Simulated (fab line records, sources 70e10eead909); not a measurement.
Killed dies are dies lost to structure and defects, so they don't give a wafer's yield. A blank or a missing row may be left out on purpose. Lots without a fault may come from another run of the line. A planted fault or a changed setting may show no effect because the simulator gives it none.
Chamber matching | flow nand_harc | NHARC_A_CHANNEL_HOLE_D2_DEP_01 on pecvd-04: 3 sister chambers
The step deposits SiON, target thk 140 nm. 6 wafers are shown with their chamber, then 7 later ones without.

WAFERS WITH THEIR CHAMBER
wafer  | chamber | heater_power_w (W)
L260.5 | 2       | 648
L265.2 | 1       | 810
L265.3 | 0       | 783
L265.4 | 0       | 786
L273.3 | 2       | 731
L273.5 | 1       | 759

WAFERS WITHOUT THEIR CHAMBER
wafer  | heater_power_w (W)
L273.6 | 734
L276.1 | 682
L276.5 | 706
L276.6 | 900
L277.1 | 694
L277.4 | 735
L277.5 | 891

WHICH CHAMBER EACH WENT THROUGH
wafer  | from the rows above          | in truth
L273.6 | can't be placed: 2 or 0 or 1 | 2
L276.1 | 2                            | 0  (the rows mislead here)
L276.5 | can't be placed: 2 or 0 or 1 | 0
L276.6 | can't be placed: 0 or 1      | 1
L277.1 | 2                            | 2
L277.4 | can't be placed: 2 or 0 or 1 | 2
L277.5 | can't be placed: 0 or 1      | 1
Placed correctly: 1 of 7. Can't be placed from these rows: 5 (the true chamber is among the candidates in 5). Placed wrongly: 1.
How it was worked out, from the rows above alone: a wafer's distance from a chamber is the root of the sum, over the readings, of the square of ((its reading less the chamber's mean) divided by the reading's scatter). The wafer belongs to the nearest chamber; if the next one is less than 2 further off, it can't be placed. A chamber's mean is the mean of its shown wafers. The scatter: the root of (the sum of the squares of (reading less its chamber's mean) over the shown wafers, divided by (wafers less chambers)).
